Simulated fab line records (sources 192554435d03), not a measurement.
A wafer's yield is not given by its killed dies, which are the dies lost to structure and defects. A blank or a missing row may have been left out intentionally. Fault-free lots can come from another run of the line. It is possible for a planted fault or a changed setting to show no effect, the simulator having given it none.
Chamber matching    flow n5-finfet    rie-diel-02 running N5_BEOL_M6_STRIP_19: 4 sister chambers
The step strips in O2. 7 wafers are shown with their chamber, then 7 later ones without.

== EACH WAFER AND ITS CHAMBER ==
wafer   chamber  showerhead-plenum-p-Torr (Torr)  rf-vpp-V (V)
L075.2  2        2.06                             3.6
L075.6  1        2.13                             5.1
L081.4  0        2.01                             3.0
L091.3  0        2.01                             3.9
L091.5  3        2.04                             4.1
L093.3  2        2.05                             4.2
L093.5  3        2.04                             3.2

== WAFERS WHOSE CHAMBER IS MISSING ==
wafer   showerhead-plenum-p-Torr (Torr)  rf-vpp-V (V)
L093.6  2.00                             3.6
L092.1  2.12                             4.6
L092.2  2.05                             4.6
L092.5  2.12                             4.3
L097.2  2.00                             3.2
L097.3  2.04                             3.2
L097.6  2.11                             3.4

== THE CHAMBER EACH PASSED THROUGH ==
wafer    from the rows above       in truth
L093.6   0                         0
L092.1   1                         1
L092.2   can't be placed: 2 or 3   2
L092.5   1                         1
L097.2   0                         0
L097.3   3                         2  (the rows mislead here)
L097.6   1                         1
5 of 7 placed correctly. Cannot be placed on the basis of these rows: 1; the candidates contain the true chamber in 1. Number placed wrongly: 1.
How it was worked out, from the rows above alone: a wafer's distance from a chamber is the root of the sum, over the readings, of the square of ((its reading less the chamber's mean) divided by the reading's scatter). The wafer belongs to the nearest chamber; if the next one is less than 2 further off, it can't be placed. For every chamber, the mean is computed from those of its wafers that are shown. The scatter is the square root of a quotient: the sum, over the shown wafers, of each reading's squared deviation from its chamber's mean, divided by wafers minus chambers.
